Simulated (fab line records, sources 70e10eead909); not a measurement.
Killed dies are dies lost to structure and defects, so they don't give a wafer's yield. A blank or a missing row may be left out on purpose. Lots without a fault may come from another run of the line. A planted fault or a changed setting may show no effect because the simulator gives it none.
Chamber matching | flow nand_harc | NHARC_A_CONTACT_DEP_85 on pecvd-03: 3 sister chambers
The step deposits SiON, target thk 50 nm. 6 wafers are shown with their chamber, then 8 later ones without.

WAFERS WITH THEIR CHAMBER
wafer  | chamber | showerhead_vpp_V (V) | heater_power_w (W)
L082.5 | 0       | 1088                 | 705
L081.2 | 2       | 1158                 | 805
L081.3 | 0       | 1073                 | 699
L088.5 | 1       | 1169                 | 730
L088.6 | 2       | 1135                 | 894
L087.1 | 1       | 1157                 | 792

WAFERS WITHOUT THEIR CHAMBER
wafer  | showerhead_vpp_V (V) | heater_power_w (W)
L087.3 | 1138                 | 899
L087.5 | 1100                 | 673
L092.2 | 1152                 | 814
L092.4 | 1126                 | 842
L092.5 | 1087                 | 639
L095.1 | 1056                 | 571
L095.2 | 1139                 | 829
L095.4 | 1153                 | 749

WHICH CHAMBER EACH WENT THROUGH
wafer  | from the rows above     | in truth
L087.3 | 2                       | 2
L087.5 | 0                       | 0
L092.2 | can't be placed: 2 or 1 | 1
L092.4 | can't be placed: 2 or 1 | 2
L092.5 | 0                       | 0
L095.1 | 0                       | 0
L095.2 | can't be placed: 2 or 1 | 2
L095.4 | can't be placed: 1 or 2 | 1
Placed correctly: 4 of 8. Can't be placed from these rows: 4 (the true chamber is among the candidates in 4). Placed wrongly: 0.
How it was worked out, from the rows above alone: a wafer's distance from a chamber is the root of the sum, over the readings, of the square of ((its reading less the chamber's mean) divided by the reading's scatter). The wafer belongs to the nearest chamber; if the next one is less than 2 further off, it can't be placed. A chamber's mean is the mean of its shown wafers. The scatter: the root of (the sum of the squares of (reading less its chamber's mean) over the shown wafers, divided by (wafers less chambers)).
